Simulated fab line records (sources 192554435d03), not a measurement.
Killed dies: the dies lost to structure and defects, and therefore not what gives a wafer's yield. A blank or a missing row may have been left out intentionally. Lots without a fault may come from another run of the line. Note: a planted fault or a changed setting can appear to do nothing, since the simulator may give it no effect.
Which of the tools did it? || flow n5_finfet || 24 lots, 72 wafers sampled, at 4 steps of a route of 1938

## WHAT EACH GAUGE READ, for each wafer
N5_BEOL_M5_THK_MEAS_53: measures by xrf.
{"lot": "L074", "measured": "day 8 11:54", "on": "film_metro-01", "M5_THK (nm)": "62.0 62.9 62.4"}
{"lot": "L075", "measured": "day 8 14:50", "on": "film_metro-02", "M5_THK (nm)": "60.1 61.7 60.0"}
{"lot": "L076", "measured": "day 8 17:33", "on": "film_metro-02", "M5_THK (nm)": "59.4 63.6 61.5"}
{"lot": "L077", "measured": "day 8 21:14", "on": "film_metro-02", "M5_THK (nm)": "63.5 62.5 61.5"}
{"lot": "L078", "measured": "day 9 09:38", "on": "film_metro-02", "M5_THK (nm)": "62.6 63.2 61.4"}
{"lot": "L079", "measured": "day 9 14:36", "on": "film_metro-01", "M5_THK (nm)": "62.2 63.4 62.2"}
{"lot": "L080", "measured": "day 9 15:57", "on": "film_metro-02", "M5_THK (nm)": "58.1 61.0 59.5"}
{"lot": "L081", "measured": "day 10 01:28", "on": "film_metro-02", "M5_THK (nm)": "59.4 59.7 59.3"}
{"lot": "L082", "measured": "day 10 07:14", "on": "film_metro-01", "M5_THK (nm)": "63.7 64.2 64.7"}
{"lot": "L083", "measured": "day 10 12:57", "on": "film_metro-02", "M5_THK (nm)": "63.1 63.8 61.2"}
{"lot": "L084", "measured": "day 10 13:25", "on": "film_metro-02", "M5_THK (nm)": "63.3 64.0 63.1"}
{"lot": "L085", "measured": "day 11 06:49", "on": "film_metro-02", "M5_THK (nm)": "61.1 61.6 62.9"}
{"lot": "L086", "measured": "day 11 15:17", "on": "film_metro-02", "M5_THK (nm)": "65.2 63.4 66.0"}
{"lot": "L087", "measured": "day 11 20:23", "on": "film_metro-02", "M5_THK (nm)": "64.1 63.3 61.9"}
{"lot": "L089", "measured": "day 11 21:29", "on": "film_metro-02", "M5_THK (nm)": "61.9 61.0 61.6"}
{"lot": "L088", "measured": "day 12 19:43", "on": "film_metro-02", "M5_THK (nm)": "65.0 61.5 66.1"}
{"lot": "L090", "measured": "day 13 03:56", "on": "film_metro-01", "M5_THK (nm)": "64.6 64.1 61.3"}
{"lot": "L092", "measured": "day 13 05:11", "on": "film_metro-02", "M5_THK (nm)": "65.2 62.5 66.1"}
{"lot": "L091", "measured": "day 13 05:49", "on": "film_metro-01", "M5_THK (nm)": "62.1 60.9 61.8"}
{"lot": "L093", "measured": "day 14 01:14", "on": "film_metro-02", "M5_THK (nm)": "63.0 62.4 62.0"}
{"lot": "L094", "measured": "day 14 01:16", "on": "film_metro-01", "M5_THK (nm)": "66.6 62.8 63.9"}
{"lot": "L097", "measured": "day 14 10:57", "on": "film_metro-01", "M5_THK (nm)": "63.2 65.9 63.9"}
{"lot": "L095", "measured": "day 14 10:58", "on": "film_metro-02", "M5_THK (nm)": "63.6 58.9 63.9"}
{"lot": "L096", "measured": "day 14 17:04", "on": "film_metro-01", "M5_THK (nm)": "65.6 65.0 64.9"}

## TOOL THAT RAN EACH LOT (tool first, then ch and the chambers of the sampled wafers, then the start)
{"lot": "L074", "N5_BEOL_M5_DESCUM_33": "rie_diel-02 ch 0,2,3, day 8 04:29", "N5_BEOL_M5_ALD_86": "ald_metal-02 ch 1,2, day 8 05:50", "N5_BEOL_M5_ANNEAL_84": "pvd_sputter-03, day 8 09:01"}
{"lot": "L075", "N5_BEOL_M5_DESCUM_33": "rie_diel-01 ch 0,2,3, day 8 07:35", "N5_BEOL_M5_ALD_86": "ald_metal-03 ch 0,1,2, day 8 09:03", "N5_BEOL_M5_ANNEAL_84": "pvd_sputter-02, day 8 11:57"}
{"lot": "L076", "N5_BEOL_M5_DESCUM_33": "rie_diel-02 ch 0,1,2, day 8 10:14", "N5_BEOL_M5_ALD_86": "ald_metal-03 ch 0,1,2, day 8 11:39", "N5_BEOL_M5_ANNEAL_84": "pvd_sputter-03, day 8 14:40"}
{"lot": "L077", "N5_BEOL_M5_DESCUM_33": "rie_diel-06 ch 1,2,3, day 8 13:31", "N5_BEOL_M5_ALD_86": "ald_metal-01 ch 1,2, day 8 15:05", "N5_BEOL_M5_ANNEAL_84": "pvd_sputter-01, day 8 17:56"}
{"lot": "L078", "N5_BEOL_M5_DESCUM_33": "rie_diel-02 ch 0,2,3, day 9 02:32", "N5_BEOL_M5_ALD_86": "ald_metal-02 ch 1,2, day 9 03:43", "N5_BEOL_M5_ANNEAL_84": "pvd_sputter-03, day 9 06:43"}
{"lot": "L079", "N5_BEOL_M5_DESCUM_33": "rie_diel-01 ch 0,1,3, day 9 05:02", "N5_BEOL_M5_ALD_86": "ald_metal-03 ch 0,2, day 9 06:26", "N5_BEOL_M5_ANNEAL_84": "pvd_sputter-03, day 9 11:32"}
{"lot": "L080", "N5_BEOL_M5_DESCUM_33": "rie_diel-01 ch 0,3, day 9 08:43", "N5_BEOL_M5_ALD_86": "ald_metal-03 ch 0,2, day 9 10:07", "N5_BEOL_M5_ANNEAL_84": "pvd_sputter-02, day 9 12:56"}
{"lot": "L081", "N5_BEOL_M5_DESCUM_33": "rie_diel-02 ch 2,3, day 9 18:13", "N5_BEOL_M5_ALD_86": "ald_metal-01 ch 1,2,3, day 9 19:37", "N5_BEOL_M5_ANNEAL_84": "pvd_sputter-02, day 9 22:34"}
{"lot": "L082", "N5_BEOL_M5_DESCUM_33": "rie_diel-06 ch 2,3, day 10 00:04", "N5_BEOL_M5_ALD_86": "ald_metal-02 ch 0,2,3, day 10 01:23", "N5_BEOL_M5_ANNEAL_84": "pvd_sputter-01, day 10 04:15"}
{"lot": "L083", "N5_BEOL_M5_DESCUM_33": "rie_diel-01 ch 0,3, day 10 04:31", "N5_BEOL_M5_ALD_86": "ald_metal-03 ch 0,1, day 10 07:21", "N5_BEOL_M5_ANNEAL_84": "pvd_sputter-03, day 10 10:03"}
{"lot": "L084", "N5_BEOL_M5_DESCUM_33": "rie_diel-01 ch 0,1,3, day 10 06:41", "N5_BEOL_M5_ALD_86": "ald_metal-02 ch 0,1, day 10 07:48", "N5_BEOL_M5_ANNEAL_84": "pvd_sputter-01, day 10 10:31"}
{"lot": "L085", "N5_BEOL_M5_DESCUM_33": "rie_diel-01 ch 1,3, day 10 21:53", "N5_BEOL_M5_ALD_86": "ald_metal-03 ch 1,2, day 10 23:11", "N5_BEOL_M5_ANNEAL_84": "pvd_sputter-01, day 11 03:40"}
{"lot": "L086", "N5_BEOL_M5_DESCUM_33": "rie_diel-06 ch 0,2,3, day 11 06:12", "N5_BEOL_M5_ALD_86": "ald_metal-03 ch 0,2, day 11 07:34", "N5_BEOL_M5_ANNEAL_84": "pvd_sputter-01, day 11 12:03"}
{"lot": "L087", "N5_BEOL_M5_DESCUM_33": "rie_diel-02 ch 0,1, day 11 13:38", "N5_BEOL_M5_ALD_86": "ald_metal-02 ch 2,3, day 11 14:44", "N5_BEOL_M5_ANNEAL_84": "pvd_sputter-01, day 11 17:30"}
{"lot": "L089", "N5_BEOL_M5_DESCUM_33": "rie_diel-01 ch 0,3, day 11 13:53", "N5_BEOL_M5_ALD_86": "ald_metal-01 ch 0,1,3, day 11 15:03", "N5_BEOL_M5_ANNEAL_84": "pvd_sputter-02, day 11 18:19"}
{"lot": "L088", "N5_BEOL_M5_DESCUM_33": "rie_diel-01 ch 1,2,3, day 12 11:26", "N5_BEOL_M5_ALD_86": "ald_metal-02 ch 0,2,3, day 12 14:04", "N5_BEOL_M5_ANNEAL_84": "pvd_sputter-01, day 12 16:50"}
{"lot": "L090", "N5_BEOL_M5_DESCUM_33": "rie_diel-02 ch 0,2,3, day 12 21:16", "N5_BEOL_M5_ALD_86": "ald_metal-01 ch 0,1, day 12 22:19", "N5_BEOL_M5_ANNEAL_84": "pvd_sputter-03, day 13 01:03"}
{"lot": "L092", "N5_BEOL_M5_DESCUM_33": "rie_diel-02 ch 0,3, day 12 21:47", "N5_BEOL_M5_ALD_86": "ald_metal-02 ch 0,1,3, day 12 23:29", "N5_BEOL_M5_ANNEAL_84": "pvd_sputter-01, day 13 02:17"}
{"lot": "L091", "N5_BEOL_M5_DESCUM_33": "rie_diel-06 ch 0,3, day 12 21:59", "N5_BEOL_M5_ALD_86": "ald_metal-02 ch 0,1, day 12 23:43", "N5_BEOL_M5_ANNEAL_84": "pvd_sputter-02, day 13 02:55"}
{"lot": "L093", "N5_BEOL_M5_DESCUM_33": "rie_diel-06 ch 2,3, day 13 18:18", "N5_BEOL_M5_ALD_86": "ald_metal-03 ch 0,1, day 13 19:34", "N5_BEOL_M5_ANNEAL_84": "pvd_sputter-01, day 13 22:21"}
{"lot": "L094", "N5_BEOL_M5_DESCUM_33": "rie_diel-01 ch 0,1,2, day 13 18:21", "N5_BEOL_M5_ALD_86": "ald_metal-01 ch 1,3, day 13 19:35", "N5_BEOL_M5_ANNEAL_84": "pvd_sputter-02, day 13 22:23"}
{"lot": "L097", "N5_BEOL_M5_DESCUM_33": "rie_diel-02 ch 1,2,3, day 14 03:40", "N5_BEOL_M5_ALD_86": "ald_metal-03 ch 0,1,2, day 14 05:04", "N5_BEOL_M5_ANNEAL_84": "pvd_sputter-01, day 14 07:53"}
{"lot": "L095", "N5_BEOL_M5_DESCUM_33": "rie_diel-01 ch 2,3, day 14 03:50", "N5_BEOL_M5_ALD_86": "ald_metal-01 ch 1,3, day 14 05:13", "N5_BEOL_M5_ANNEAL_84": "pvd_sputter-02, day 14 08:05"}
{"lot": "L096", "N5_BEOL_M5_DESCUM_33": "rie_diel-06 ch 1,2,3, day 14 09:58", "N5_BEOL_M5_ALD_86": "ald_metal-02 ch 2,3, day 14 11:08", "N5_BEOL_M5_ANNEAL_84": "pvd_sputter-03, day 14 14:02"}
- N5_BEOL_M5_DESCUM_33: chemistry O2, time 7 s.
- N5_BEOL_M5_ALD_86: deposits TaN, pulse time 2 s, purge time 3 s, co reactant purge time 2 s.
- N5_BEOL_M5_ANNEAL_84: time 1800 s.

## AS READ BY THE TOOLS THEMSELVES (means over the sampled wafers that have a number; for cases with no such wafer, the mark the record gives instead)
N5_BEOL_M5_DESCUM_33.
{"lot": "L074", "tool": "rie_diel-02", "bias_power_w (W)": 19.99, "drypump_motor_current_A (A)": 5.42, "oes_product_au (a.u.)": 0.76, "rf_vpp_V (V)": 243.1, "showerhead_plenum_p_Torr (Torr)": 2.10, "throttle_valve_pct (%)": 20.37}
{"lot": "L075", "tool": "rie_diel-01", "bias_power_w (W)": 20.04, "drypump_motor_current_A (A)": 5.44, "oes_product_au (a.u.)": 0.76, "rf_vpp_V (V)": 242.6, "showerhead_plenum_p_Torr (Torr)": 2.10, "throttle_valve_pct (%)": 20.71}
{"lot": "L076", "tool": "rie_diel-02", "bias_power_w (W)": 19.94, "drypump_motor_current_A (A)": 5.53, "oes_product_au (a.u.)": 0.78, "rf_vpp_V (V)": 243.9, "showerhead_plenum_p_Torr (Torr)": 2.10, "throttle_valve_pct (%)": 20.35}
{"lot": "L077", "tool": "rie_diel-06", "bias_power_w (W)": 19.97, "drypump_motor_current_A (A)": 5.53, "oes_product_au (a.u.)": 0.76, "rf_vpp_V (V)": 243.6, "showerhead_plenum_p_Torr (Torr)": 2.15, "throttle_valve_pct (%)": 20.32}
{"lot": "L078", "tool": "rie_diel-02", "bias_power_w (W)": 20.02, "drypump_motor_current_A (A)": 5.42, "oes_product_au (a.u.)": 0.75, "rf_vpp_V (V)": 243.3, "showerhead_plenum_p_Torr (Torr)": 2.09, "throttle_valve_pct (%)": 20.36}
{"lot": "L079", "tool": "rie_diel-01", "bias_power_w (W)": 19.97, "drypump_motor_current_A (A)": 5.35, "oes_product_au (a.u.)": 0.86, "rf_vpp_V (V)": 243.1, "showerhead_plenum_p_Torr (Torr)": 2.10, "throttle_valve_pct (%)": 20.43}
{"lot": "L080", "tool": "rie_diel-01", "bias_power_w (W)": 19.97, "drypump_motor_current_A (A)": 5.25, "oes_product_au (a.u.)": 0.81, "rf_vpp_V (V)": 243.2, "showerhead_plenum_p_Torr (Torr)": 2.09, "throttle_valve_pct (%)": 20.66}
{"lot": "L081", "tool": "rie_diel-02", "bias_power_w (W)": 20.03, "drypump_motor_current_A (A)": 5.48, "oes_product_au (a.u.)": 0.78, "rf_vpp_V (V)": 241.9, "showerhead_plenum_p_Torr (Torr)": 2.04, "throttle_valve_pct (%)": 20.33}
{"lot": "L082", "tool": "rie_diel-06", "bias_power_w (W)": 19.99, "drypump_motor_current_A (A)": 5.58, "oes_product_au (a.u.)": 0.77, "rf_vpp_V (V)": 244.1, "showerhead_plenum_p_Torr (Torr)": 2.19, "throttle_valve_pct (%)": 20.22}
{"lot": "L083", "tool": "rie_diel-01", "bias_power_w (W)": 20.00, "drypump_motor_current_A (A)": 5.25, "oes_product_au (a.u.)": 0.81, "rf_vpp_V (V)": 243.3, "showerhead_plenum_p_Torr (Torr)": 2.09, "throttle_valve_pct (%)": 20.66}
{"lot": "L084", "tool": "rie_diel-01", "bias_power_w (W)": 19.96, "drypump_motor_current_A (A)": 5.35, "oes_product_au (a.u.)": 0.85, "rf_vpp_V (V)": 242.6, "showerhead_plenum_p_Torr (Torr)": 2.10, "throttle_valve_pct (%)": 20.43}
{"lot": "L085", "tool": "rie_diel-01", "bias_power_w (W)": 20.03, "drypump_motor_current_A (A)": 5.27, "oes_product_au (a.u.)": 0.88, "rf_vpp_V (V)": 243.8, "showerhead_plenum_p_Torr (Torr)": 2.13, "throttle_valve_pct (%)": 20.48}
{"lot": "L086", "tool": "rie_diel-06", "bias_power_w (W)": 20.04, "drypump_motor_current_A (A)": 5.70, "oes_product_au (a.u.)": 0.75, "rf_vpp_V (V)": 243.4, "showerhead_plenum_p_Torr (Torr)": 2.15, "throttle_valve_pct (%)": 20.34}
{"lot": "L087", "tool": "rie_diel-02", "bias_power_w (W)": 19.97, "drypump_motor_current_A (A)": 5.47, "oes_product_au (a.u.)": 0.86, "rf_vpp_V (V)": 242.3, "showerhead_plenum_p_Torr (Torr)": 2.07, "throttle_valve_pct (%)": 20.38}
{"lot": "L089", "tool": "rie_diel-01", "bias_power_w (W)": 20.00, "drypump_motor_current_A (A)": 5.25, "oes_product_au (a.u.)": 0.80, "rf_vpp_V (V)": 243.2, "showerhead_plenum_p_Torr (Torr)": 2.08, "throttle_valve_pct (%)": 20.69}
{"lot": "L088", "tool": "rie_diel-01", "bias_power_w (W)": 20.01, "drypump_motor_current_A (A)": 5.47, "oes_product_au (a.u.)": 0.92, "rf_vpp_V (V)": 244.1, "showerhead_plenum_p_Torr (Torr)": 2.14, "throttle_valve_pct (%)": 20.43}
{"lot": "L090", "tool": "rie_diel-02", "bias_power_w (W)": 20.02, "drypump_motor_current_A (A)": 5.43, "oes_product_au (a.u.)": 0.82, "rf_vpp_V (V)": 243.5, "showerhead_plenum_p_Torr (Torr)": 2.08, "throttle_valve_pct (%)": 20.26}
{"lot": "L092", "tool": "rie_diel-02", "bias_power_w (W)": 19.96, "drypump_motor_current_A (A)": 5.19, "oes_product_au (a.u.)": 0.85, "rf_vpp_V (V)": 242.9, "showerhead_plenum_p_Torr (Torr)": 2.10, "throttle_valve_pct (%)": 20.33}
{"lot": "L091", "tool": "rie_diel-06", "bias_power_w (W)": 19.97, "drypump_motor_current_A (A)": 5.86, "oes_product_au (a.u.)": 0.88, "rf_vpp_V (V)": 244.2, "showerhead_plenum_p_Torr (Torr)": 2.16, "throttle_valve_pct (%)": 20.18}
{"lot": "L093", "tool": "rie_diel-06", "bias_power_w (W)": 20.04, "drypump_motor_current_A (A)": 5.56, "oes_product_au (a.u.)": 0.74, "rf_vpp_V (V)": 244.4, "showerhead_plenum_p_Torr (Torr)": 2.18, "throttle_valve_pct (%)": 20.27}
{"lot": "L094", "tool": "rie_diel-01", "bias_power_w (W)": 19.99, "drypump_motor_current_A (A)": 5.53, "oes_product_au (a.u.)": 0.86, "rf_vpp_V (V)": 242.8, "showerhead_plenum_p_Torr (Torr)": 2.10, "throttle_valve_pct (%)": 20.41}
{"lot": "L097", "tool": "rie_diel-02", "bias_power_w (W)": 20.11, "drypump_motor_current_A (A)": 5.60, "oes_product_au (a.u.)": 0.77, "rf_vpp_V (V)": 243.2, "showerhead_plenum_p_Torr (Torr)": 2.04, "throttle_valve_pct (%)": 20.36}
{"lot": "L095", "tool": "rie_diel-01", "bias_power_w (W)": 20.02, "drypump_motor_current_A (A)": 5.54, "oes_product_au (a.u.)": 0.90, "rf_vpp_V (V)": 244.3, "showerhead_plenum_p_Torr (Torr)": 2.13, "throttle_valve_pct (%)": 20.61}
{"lot": "L096", "tool": "rie_diel-06", "bias_power_w (W)": 20.03, "drypump_motor_current_A (A)": 5.55, "oes_product_au (a.u.)": 0.72, "rf_vpp_V (V)": 243.0, "showerhead_plenum_p_Torr (Torr)": 2.14, "throttle_valve_pct (%)": 20.38}

N5_BEOL_M5_ALD_86.
{"lot": "L074", "tool": "ald_metal-02", "heater_power_w (W)": 404}
{"lot": "L075", "tool": "ald_metal-03", "heater_power_w (W)": 413}
{"lot": "L076", "tool": "ald_metal-03", "heater_power_w (W)": 412}
{"lot": "L077", "tool": "ald_metal-01", "heater_power_w (W)": 419}
{"lot": "L078", "tool": "ald_metal-02", "heater_power_w (W)": 397}
{"lot": "L079", "tool": "ald_metal-03", "heater_power_w (W)": 410}
{"lot": "L080", "tool": "ald_metal-03", "heater_power_w (W)": 402}
{"lot": "L081", "tool": "ald_metal-01", "heater_power_w (W)": 425}
{"lot": "L082", "tool": "ald_metal-02", "heater_power_w (W)": 425}
{"lot": "L083", "tool": "ald_metal-03", "heater_power_w (W)": 417}
{"lot": "L084", "tool": "ald_metal-02", "heater_power_w (W)": 377}
{"lot": "L085", "tool": "ald_metal-03", "heater_power_w (W)": 416}
{"lot": "L086", "tool": "ald_metal-03", "heater_power_w (W)": 405}
{"lot": "L087", "tool": "ald_metal-02", "heater_power_w (W)": 423}
{"lot": "L089", "tool": "ald_metal-01", "heater_power_w (W)": 440}
{"lot": "L088", "tool": "ald_metal-02", "heater_power_w (W)": 426}
{"lot": "L090", "tool": "ald_metal-01", "heater_power_w (W)": 479}
{"lot": "L092", "tool": "ald_metal-02", "heater_power_w (W)": 398}
{"lot": "L091", "tool": "ald_metal-02", "heater_power_w (W)": 402}
{"lot": "L093", "tool": "ald_metal-03", "heater_power_w (W)": 402}
{"lot": "L094", "tool": "ald_metal-01", "heater_power_w (W)": 428}
{"lot": "L097", "tool": "ald_metal-03", "heater_power_w (W)": 420}
{"lot": "L095", "tool": "ald_metal-01", "heater_power_w (W)": 420}
{"lot": "L096", "tool": "ald_metal-02", "heater_power_w (W)": 423}

N5_BEOL_M5_ANNEAL_84.
{"lot": "L074", "tool": "pvd_sputter-03", "heater_power_w (W)": 862, "susceptor_temp_C_max": 401.7}
{"lot": "L075", "tool": "pvd_sputter-02", "heater_power_w (W)": 799, "susceptor_temp_C_max": 400.8}
{"lot": "L076", "tool": "pvd_sputter-03", "heater_power_w (W)": 863, "susceptor_temp_C_max": 401.2}
{"lot": "L077", "tool": "pvd_sputter-01", "heater_power_w (W)": 796, "susceptor_temp_C_max": 400.9}
{"lot": "L078", "tool": "pvd_sputter-03", "heater_power_w (W)": 868, "susceptor_temp_C_max": 401.5}
{"lot": "L079", "tool": "pvd_sputter-03", "heater_power_w (W)": 876, "susceptor_temp_C_max": 400.8}
{"lot": "L080", "tool": "pvd_sputter-02", "heater_power_w (W)": 790, "susceptor_temp_C_max": 400.6}
{"lot": "L081", "tool": "pvd_sputter-02", "heater_power_w (W)": 799, "susceptor_temp_C_max": 400.8}
{"lot": "L082", "tool": "pvd_sputter-01", "heater_power_w (W)": 818, "susceptor_temp_C_max": 401.2}
{"lot": "L083", "tool": "pvd_sputter-03", "heater_power_w (W)": 909, "susceptor_temp_C_max": 401.2}
{"lot": "L084", "tool": "pvd_sputter-01", "heater_power_w (W)": 832, "susceptor_temp_C_max": 401.2}
{"lot": "L085", "tool": "pvd_sputter-01", "heater_power_w (W)": 813, "susceptor_temp_C_max": 401.0}
{"lot": "L086", "tool": "pvd_sputter-01", "heater_power_w (W)": 831, "susceptor_temp_C_max": 401.4}
{"lot": "L087", "tool": "pvd_sputter-01", "heater_power_w (W)": 797, "susceptor_temp_C_max": 401.0}
{"lot": "L089", "tool": "pvd_sputter-02", "heater_power_w (W)": 750, "susceptor_temp_C_max": 400.8}
{"lot": "L088", "tool": "pvd_sputter-01", "heater_power_w (W)": 809, "susceptor_temp_C_max": 401.1}
{"lot": "L090", "tool": "pvd_sputter-03", "heater_power_w (W)": 911, "susceptor_temp_C_max": 401.3}
{"lot": "L092", "tool": "pvd_sputter-01", "heater_power_w (W)": 841, "susceptor_temp_C_max": 401.5}
{"lot": "L091", "tool": "pvd_sputter-02", "heater_power_w (W)": 765, "susceptor_temp_C_max": 400.8}
{"lot": "L093", "tool": "pvd_sputter-01", "heater_power_w (W)": 847, "susceptor_temp_C_max": 401.0}
{"lot": "L094", "tool": "pvd_sputter-02", "heater_power_w (W)": 764, "susceptor_temp_C_max": 400.6}
{"lot": "L097", "tool": "pvd_sputter-01", "heater_power_w (W)": 819, "susceptor_temp_C_max": 401.1}
{"lot": "L095", "tool": "pvd_sputter-02", "heater_power_w (W)": 767, "susceptor_temp_C_max": 400.5}
{"lot": "L096", "tool": "pvd_sputter-03", "heater_power_w (W)": 856, "susceptor_temp_C_max": 401.0}

## THE ANSWER, worked out from the rows above alone
Rule: the usual values come from the lots themselves. The widest of any qualifying gaps counts: lots, ordered by their means at a reading, are off when they make up no more than a third of the lots, leave a main group of 4 or more, and stand apart from it by 3 or more times the standard deviation of that group's means. The tables above print the reading to a certain number of digits; a main group whose means all agree to those digits is not used. Also off: a lot with no number at a reading for which 4 or more lots have one. The other lots that the step has rows for count as sound. First the gauges in route order, then the tools' own readings, where a lot's mean is used as printed above. At the first step where some lot is off, the reading lying furthest off is the one used; lots without a number count as furthest.
Nothing can be told from this: no lot is off at any reading shown.

## WHAT THE SIMULATOR HAD PUT IN
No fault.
